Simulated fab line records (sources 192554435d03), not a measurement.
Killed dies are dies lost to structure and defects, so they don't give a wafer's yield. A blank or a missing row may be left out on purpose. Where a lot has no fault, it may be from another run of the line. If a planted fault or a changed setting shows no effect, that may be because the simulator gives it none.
Struck lot and sound lot, side by side	flow n5Finfet	35 out of 1938 route steps
Sound: the wafers L329.1, L329.3, L329.6. Wafers L326.3, L326.5, L326.6 were the ones struck. The cause is given at the end.
For every step that has rows: the tool of each side, followed by ch and its chambers, followed by its first start. Under that, the readings that differ: sound wafers	struck wafers	difference of the means	sigmas: that difference in standard deviations of wafers without a fault.
alike: readings with means less than 2 such deviations apart, plus words and numbers identical on both sides. not compared: withheld readings, readings lacking a value on some wafer, bounds such as >300 that could conceal the same value, and numbers that have no deviation in the record and whose values overlap.
The two part at a step that has a row with sigmas, a row that says differs or no value, or rows on one side only. Numbers that don't overlap but have no deviation are shown without sigmas and don't part them. A reading missing from all wafers of one side parts the sides only when that side holds two or more wafers.

first, 9 steps without rows for these wafers: N5_STI_FIN_REVEAL_PRECLEAN_18 (cleans in SC2, time 45 s); N5_STI_FIN_REVEAL_SRD_28 (time 30 s); N5_DUMMY_GATE_PRECLEAN_00 (cleans in O3/DIW, time 60 s); N5_DUMMY_GATE_SRD_01 (time 30 s); N5_DUMMY_GATE_ALD_02 (deposits SiO2, target thk 2 nm, pulse time 1 s); N5_DUMMY_GATE_CVD_03 (deposits a-Si from SiH4, target thk 150 nm, time 8042 s); N5_DUMMY_GATE_PRECLEAN_46 (cleans in DIW, time 89.5 s); N5_DUMMY_GATE_SRD_47 (dry time 32 s); N5_DUMMY_GATE_CMP_04 (polishes a-Si).
N5_DUMMY_GATE_HM_DEP_06: deposits SiNx from DCS/NH3, target thk 80 nm, time 5141 s.
  sound on lpcvd-01 ch 0/40,0/50,0/64, day 8 00:36; struck on lpcvd-01 ch 1/75,1/84,1/89, day 7 11:07
reading	sound	struck	difference	sigmas
susceptorTempC (C)	700.05 700.05 700.05	- - -	no value on the struck wafers	
zonePowerLowerPct (%)	12.5 12.5 12.5	11.4 11.4 11.4	-1.1	-2
model.SiNx_of_DUMMY_GATE_HM_DEP_06.thkNm (nm)	80.2 79.8 80	47 46.8 46.2	-33	
  alike: zonePowerCentrePct
then, 24 steps without rows for these wafers: N5_DUMMY_GATE_PECVD_30 (deposits SiO2 from TEOS/O2, target thk 55 nm, time 10.8 s); N5_DUMMY_GATE_COAT_34 (time 60 s, resist thk 60 nm); N5_DUMMY_GATE_COAT_35 (time 60 s, resist thk 10 nm); N5_DUMMY_GATE_COAT_28 (time 60 s, resist thk 10 nm); N5_DUMMY_GATE_COAT_09 (resist thk 30 nm); N5_DUMMY_GATE_EBR_11; N5_DUMMY_GATE_SOFTBAKE_10 (time 60 s); N5_DUMMY_GATE_EXPOSE_12 (exposes mask GATE, target cd 25 nm); N5_DUMMY_GATE_PEB_13 (peb time 60 s); N5_DUMMY_GATE_DEVELOP_14 (develop time 30 s); N5_DUMMY_GATE_DESCUM_20 (chemistry O2, time 6.2 s); N5_DUMMY_GATE_ETCH_29 (etches underlayer in N2/H2, target depth 13 nm); N5_DUMMY_GATE_ETCH_36 (etches SiARC in CF4, target depth 13 nm); N5_DUMMY_GATE_ETCH_37 (etches SOC in N2/H2, target depth 60 nm, overetch 30 nm); N5_DUMMY_GATE_STRIP_38 (strips in N2/H2); N5_DUMMY_GATE_STRIP_39 (strips in N2/H2); N5_DUMMY_GATE_TRIM_49 (chemistry O2, time 29 s, target cd 14 nm); N5_DUMMY_GATE_STRIP_40 (strips in CF4); N5_DUMMY_GATE_ETCH_31 (etches SiO2 in C4F6/O2, target depth 82.5 nm, time 27.5 s); N5_DUMMY_GATE_STRIP_41 (strips in O2); N5_DUMMY_GATE_HM_OPEN_21 (chemistry CH3F/O2, target SiNx, target depth 120 nm, time 171.4 s); N5_DUMMY_GATE_ETCH_32 (etches SiO2 in CF4, target depth 3.5 nm, time 3.9 s); N5_DUMMY_GATE_ETCH_23 (etches poly-Si in HBr/Cl2/O2, target depth 41 nm, time 22.3 s); N5_DUMMY_GATE_ETCH_44 (etches poly-Si in HBr/O2, stops on SiO2, target depth 127.5 nm).
N5_ILD0_CMP_03: polishes, stops on SiNx, t overpolish 1.9 s, target thk 197.38 nm.
  sound on cmp-03 ch 0,2,3, day 8 19:37; struck on cmp-02 ch 0,1, day 8 05:58
reading	sound	struck	difference	sigmas
model.SiNx_of_DUMMY_GATE_HM_DEP_06.thkNm (nm)	77.2 76.8 77	43.8 43.8 43.2	-33.4	
  alike: headPressurePsi, motorCurrentA, overpolishRunS, timeToEndpointS

== WHERE THEY PART ==
Within this record, at N5_DUMMY_GATE_HM_DEP_06 only. Later steps at which nothing parts them and some readings are alike: N5_ILD0_CMP_03.

WHY: whatever the simulator had introduced
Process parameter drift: lpcvd-01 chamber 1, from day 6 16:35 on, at N5_DUMMY_GATE_HM_DEP_06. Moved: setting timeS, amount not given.
